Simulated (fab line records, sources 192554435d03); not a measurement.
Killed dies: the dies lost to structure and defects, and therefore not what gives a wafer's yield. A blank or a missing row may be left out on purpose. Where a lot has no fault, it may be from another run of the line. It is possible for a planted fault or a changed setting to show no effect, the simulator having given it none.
The tool behind it: which one? + flow n5Finfet + 24 lots with 72 wafers sampled at 4 steps, on a route of 1938 steps

WHAT THE GAUGES READ, wafer by wafer
N5_BEOL_M1_OVL_MEAS_29.
| lot  | measured     | on         | V0_OVL (nm)    |
|------|--------------|------------|----------------|
| L074 | day 6 05:43  | overlay-02 | 1.3 0.6 0.8    |
| L075 | day 6 10:46  | overlay-02 | 0.7 0.9 1.4    |
| L076 | day 7 00:01  | overlay-02 | 2.0 1.6 0.6    |
| L078 | day 7 04:37  | overlay-01 | 0.4 0.7 1.3    |
| L077 | day 7 11:11  | overlay-02 | 0.5 0.3 0.2    |
| L079 | day 7 11:51  | overlay-02 | -1.1 -0.6 -1.4 |
| L080 | day 7 16:26  | overlay-02 | 0.5 0.4 0.2    |
| L081 | day 7 19:02  | overlay-02 | -0.5 -1.0 0.0  |
| L082 | day 8 02:53  | overlay-01 | -0.9 -0.7 0.2  |
| L083 | day 8 11:48  | overlay-01 | 0.7 0.6 -0.2   |
| L084 | day 8 18:52  | overlay-01 | -0.6 0.4 -0.1  |
| L085 | day 9 03:54  | overlay-02 | -1.0 -0.5 -0.6 |
| L086 | day 9 08:47  | overlay-02 | -0.2 0.1 0.0   |
| L087 | day 9 12:13  | overlay-01 | 0.5 -0.2 -0.6  |
| L088 | day 9 19:46  | overlay-01 | -0.7 -1.2 -0.1 |
| L089 | day 9 19:59  | overlay-02 | 0.0 -0.3 0.2   |
| L091 | day 10 07:10 | overlay-02 | -0.8 0.2 -0.6  |
| L090 | day 10 07:26 | overlay-02 | 0.3 0.0 0.6    |
| L093 | day 10 20:31 | overlay-02 | -0.4 0.2 -0.2  |
| L092 | day 10 23:29 | overlay-02 | 0.2 0.3 -0.8   |
| L094 | day 11 10:43 | overlay-02 | 0.5 0.4 1.0    |
| L095 | day 11 11:04 | overlay-02 | 0.2 0.2 -0.4   |
| L097 | day 11 22:56 | overlay-01 | 0.1 0.8 0.8    |
| L096 | day 11 23:08 | overlay-01 | -0.4 -0.2 -0.5 |

WHICH TOOL RAN EACH LOT (tool, then ch and the chambers of the sampled wafers, then the start)
| lot  | N5_BEOL_M0_SURFACE_TREAT_137 | N5_BEOL_M0_CMP_120            | N5_BEOL_M1_ILD_DEP_00           |
|------|------------------------------|-------------------------------|---------------------------------|
| L074 | pvdSputter-02, day 6 01:25   | cmp-02 ch 2,3, day 6 02:28    | pecvd-04 ch 0,1, day 6 03:09    |
| L075 | pvdSputter-01, day 6 06:25   | cmp-01 ch 0,1,2, day 6 08:07  | pecvd-03 ch 0,1,2, day 6 08:46  |
| L076 | pvdSputter-01, day 6 18:57   | cmp-01 ch 0,2,3, day 6 20:29  | pecvd-04 ch 1,2, day 6 21:05    |
| L078 | pvdSputter-02, day 6 23:35   | cmp-02 ch 2,3, day 7 00:39    | pecvd-03 ch 0,1, day 7 01:14    |
| L077 | pvdSputter-02, day 7 05:42   | cmp-04 ch 0,2,3, day 7 06:59  | pecvd-04 ch 0,2, day 7 07:34    |
| L079 | pvdSputter-02, day 7 05:44   | cmp-04 ch 0,3, day 7 07:31    | pecvd-03 ch 0,2, day 7 08:05    |
| L080 | pvdSputter-02, day 7 10:38   | cmp-02 ch 0,1,3, day 7 11:52  | pecvd-03 ch 0,2, day 7 12:26    |
| L081 | pvdSputter-03, day 7 15:14   | cmp-02 ch 0,1,3, day 7 16:27  | pecvd-03 ch 0,2, day 7 17:04    |
| L082 | pvdSputter-03, day 7 21:07   | cmp-01 ch 0,2,3, day 7 22:26  | pecvd-03 ch 1,2, day 7 23:01    |
| L083 | pvdSputter-03, day 8 06:55   | cmp-04 ch 0,3, day 8 07:59    | pecvd-04 ch 0,1,2, day 8 08:36  |
| L084 | pvdSputter-01, day 8 11:31   | cmp-01 ch 0,1,2, day 8 13:53  | pecvd-04 ch 0,2, day 8 14:25    |
| L085 | pvdSputter-02, day 8 20:59   | cmp-04 ch 1,3, day 8 22:01    | pecvd-01 ch 0,2, day 8 22:38    |
| L086 | pvdSputter-02, day 9 04:03   | cmp-02 ch 0,1, day 9 05:08    | pecvd-01 ch 0,1,2, day 9 05:45  |
| L087 | pvdSputter-03, day 9 07:01   | cmp-04 ch 0,1,2, day 9 08:17  | pecvd-01 ch 0,1, day 9 08:49    |
| L088 | pvdSputter-01, day 9 14:10   | cmp-04 ch 0,3, day 9 15:28    | pecvd-03 ch 0, day 9 16:05      |
| L089 | pvdSputter-01, day 9 14:34   | cmp-04 ch 1,2,3, day 9 15:50  | pecvd-04 ch 0,1,2, day 9 16:27  |
| L091 | pvdSputter-02, day 10 01:20  | cmp-01 ch 0,1, day 10 02:58   | pecvd-03 ch 0,1, day 10 03:35   |
| L090 | pvdSputter-01, day 10 01:23  | cmp-04 ch 0,2, day 10 04:03   | pecvd-01 ch 0,2, day 10 04:40   |
| L093 | pvdSputter-01, day 10 13:50  | cmp-01 ch 0,2,3, day 10 15:13 | pecvd-03 ch 0,1,2, day 10 15:46 |
| L092 | pvdSputter-03, day 10 17:52  | cmp-02 ch 2,3, day 10 19:06   | pecvd-03 ch 0,1,2, day 10 19:43 |
| L094 | pvdSputter-03, day 11 05:47  | cmp-04 ch 0,1, day 11 07:07   | pecvd-03 ch 0,1,2, day 11 07:46 |
| L095 | pvdSputter-02, day 11 05:53  | cmp-02 ch 0,1, day 11 07:17   | pecvd-04 ch 0,1, day 11 07:52   |
| L097 | pvdSputter-02, day 11 15:56  | cmp-02 ch 0,2,3, day 11 18:28 | pecvd-04 ch 0,2, day 11 19:01   |
| L096 | pvdSputter-03, day 11 17:31  | cmp-02 ch 1,2, day 11 18:53   | pecvd-03 ch 0,1,2, day 11 19:28 |
- N5_BEOL_M0_SURFACE_TREAT_137
- N5_BEOL_M0_CMP_120: polishes, stops on SiOC, t overpolish 6.9 s.
- N5_BEOL_M1_ILD_DEP_00: deposits SiOC from DEMS/O2, target thk 79 nm, time 15.3 s.

AS READ BY THE TOOLS THEMSELVES (means over the sampled wafers that have a number; for cases with no such wafer, the mark the record gives instead)
N5_BEOL_M0_SURFACE_TREAT_137.
| lot  | tool          | arFlowSccm (sccm) |
|------|---------------|-------------------|
| L074 | pvdSputter-02 | 29.99             |
| L075 | pvdSputter-01 | 30.11             |
| L076 | pvdSputter-01 | 29.99             |
| L078 | pvdSputter-02 | 30.03             |
| L077 | pvdSputter-02 | 30.01             |
| L079 | pvdSputter-02 | 30.01             |
| L080 | pvdSputter-02 | 30.06             |
| L081 | pvdSputter-03 | 30.01             |
| L082 | pvdSputter-03 | 29.95             |
| L083 | pvdSputter-03 | 29.94             |
| L084 | pvdSputter-01 | 30.00             |
| L085 | pvdSputter-02 | 30.04             |
| L086 | pvdSputter-02 | 30.01             |
| L087 | pvdSputter-03 | 30.09             |
| L088 | pvdSputter-01 | 30.05             |
| L089 | pvdSputter-01 | 29.95             |
| L091 | pvdSputter-02 | 29.96             |
| L090 | pvdSputter-01 | 30.05             |
| L093 | pvdSputter-01 | 30.07             |
| L092 | pvdSputter-03 | 29.98             |
| L094 | pvdSputter-03 | 29.94             |
| L095 | pvdSputter-02 | 29.96             |
| L097 | pvdSputter-02 | 30.03             |
| L096 | pvdSputter-03 | 30.04             |

N5_BEOL_M0_CMP_120.
| lot  | tool   | barrierFieldEndpointS (s) | motorCurrentA (A) | overpolishRunS (s) | platenRpm (rpm) | slurryFilterDpKPa (kPa) | timeToEndpointS (s) |
|------|--------|---------------------------|-------------------|--------------------|-----------------|-------------------------|---------------------|
| L074 | cmp-02 | 3.49                      | 6.1               | 6.891              | 50.02           | 13.46                   | 53                  |
| L075 | cmp-01 | 3.54                      | 5.6               | 6.901              | 50.01           | 13.58                   | 61                  |
| L076 | cmp-01 | 3.62                      | 5.8               | 6.904              | 50.01           | 13.52                   | 59                  |
| L078 | cmp-02 | 3.51                      | 6.0               | 6.901              | 50.00           | 13.49                   | 59                  |
| L077 | cmp-04 | 3.72                      | 5.7               | 6.903              | 49.97           | 13.54                   | 64                  |
| L079 | cmp-04 | 3.45                      | 5.3               | 6.900              | 50.00           | 13.45                   | 60                  |
| L080 | cmp-02 | 3.48                      | 6.5               | 6.901              | 50.00           | 13.43                   | 55                  |
| L081 | cmp-02 | 3.42                      | 6.4               | 6.897              | 50.03           | 13.51                   | 61                  |
| L082 | cmp-01 | 3.62                      | 5.4               | 6.899              | 50.00           | 13.58                   | 62                  |
| L083 | cmp-04 | 3.56                      | 5.8               | 6.900              | 50.00           | 13.45                   | 62                  |
| L084 | cmp-01 | 3.43                      | 5.5               | 6.898              | 50.00           | 13.35                   | 63                  |
| L085 | cmp-04 | 3.45                      | 6.5               | 6.890              | 50.01           | 13.57                   | 57                  |
| L086 | cmp-02 | 3.77                      | 6.3               | 6.900              | 50.00           | 13.58                   | 63                  |
| L087 | cmp-04 | 3.49                      | 5.9               | 6.900              | 49.98           | 13.53                   | 62                  |
| L088 | cmp-04 | 3.39                      | 5.2               | 6.907              | 50.03           | 13.47                   | 62                  |
| L089 | cmp-04 | 3.64                      | 6.2               | 6.894              | 49.99           | 13.38                   | 57                  |
| L091 | cmp-01 | 3.73                      | 6.1               | 6.899              | 49.95           | 13.38                   | 61                  |
| L090 | cmp-04 | 3.47                      | 5.5               | 6.899              | 49.99           | 13.52                   | 62                  |
| L093 | cmp-01 | 3.69                      | 5.5               | 6.898              | 49.98           | 13.39                   | 59                  |
| L092 | cmp-02 | 3.55                      | 6.3               | 6.896              | 50.01           | 13.45                   | 61                  |
| L094 | cmp-04 | 3.54                      | 5.3               | 6.901              | 50.03           | 13.57                   | 59                  |
| L095 | cmp-02 | 3.50                      | 6.8               | 6.910              | 50.00           | 13.57                   | 61                  |
| L097 | cmp-02 | 3.68                      | 6.1               | 6.903              | 50.01           | 13.47                   | 63                  |
| L096 | cmp-02 | 3.44                      | 6.4               | 6.911              | 49.99           | 13.51                   | 60                  |

N5_BEOL_M1_ILD_DEP_00.
| lot  | tool     | heaterPowerW (W) | showerheadPlenumPTorr (Torr) | showerheadVppV (V) | throttleValvePct (%) |
|------|----------|------------------|------------------------------|--------------------|----------------------|
| L074 | pecvd-04 | 522              | 5.681                        | 1410               | 12.2                 |
| L075 | pecvd-03 | 480              | 5.713                        | 1355               | 12.0                 |
| L076 | pecvd-04 | 529              | 5.686                        | 1378               | 11.7                 |
| L078 | pecvd-03 | 481              | 5.716                        | 1387               | 11.8                 |
| L077 | pecvd-04 | 532              | 5.706                        | 1375               | 11.3                 |
| L079 | pecvd-03 | 444              | 5.725                        | 1344               | 11.6                 |
| L080 | pecvd-03 | 451              | 5.726                        | 1345               | 11.6                 |
| L081 | pecvd-03 | 451              | 5.726                        | 1343               | 11.5                 |
| L082 | pecvd-03 | 413              | 5.700                        | 1339               | 12.4                 |
| L083 | pecvd-04 | 558              | 5.698                        | 1400               | 11.7                 |
| L084 | pecvd-04 | 575              | 5.687                        | 1377               | 11.3                 |
| L085 | pecvd-01 | 398              | 5.701                        | 1470               | 12.0                 |
| L086 | pecvd-01 | 456              | 5.699                        | 1426               | 11.8                 |
| L087 | pecvd-01 | 439              | 5.687                        | 1457               | 11.8                 |
| L088 | pecvd-03 | 482              | 5.728                        | 1372               | 11.1                 |
| L089 | pecvd-04 | 546              | 5.695                        | 1398               | 11.8                 |
| L091 | pecvd-03 | 503              | 5.716                        | 1386               | 11.8                 |
| L090 | pecvd-01 | 457              | 5.697                        | 1457               | 11.8                 |
| L093 | pecvd-03 | 466              | 5.705                        | 1343               | 11.8                 |
| L092 | pecvd-03 | 470              | 5.715                        | 1367               | 11.6                 |
| L094 | pecvd-03 | 426              | 5.709                        | 1354               | 11.7                 |
| L095 | pecvd-04 | 571              | 5.693                        | 1459               | 12.3                 |
| L097 | pecvd-04 | 602              | 5.687                        | 1431               | 11.8                 |
| L096 | pecvd-03 | 455              | 5.703                        | 1362               | 11.8                 |

THE ANSWER, worked out from the rows above alone
Rule: the usual values come from the lots themselves. Put in order of their means at a reading, lots are off if they are a third of the lots or fewer, leave a main group of 4 or more, and stand apart from it by a gap of 3 or more times the standard deviation of the main group's means; of several such gaps the widest counts. Not used: any main group whose means are identical at the precision the tables above print for the reading. Also off: a lot with no number at a reading for which 4 or more lots have one. All remaining lots with rows at the step are treated as sound. First the gauges in route order, then the tools' own readings, where a lot's mean is used as printed above. The first step at which some lot is off is used, and at that step the reading that is off furthest; a lot without a number counts as furthest.
No lot is off on any of the readings shown, so nothing can be concluded from this.

WHAT THE SIMULATOR HAD PUT IN
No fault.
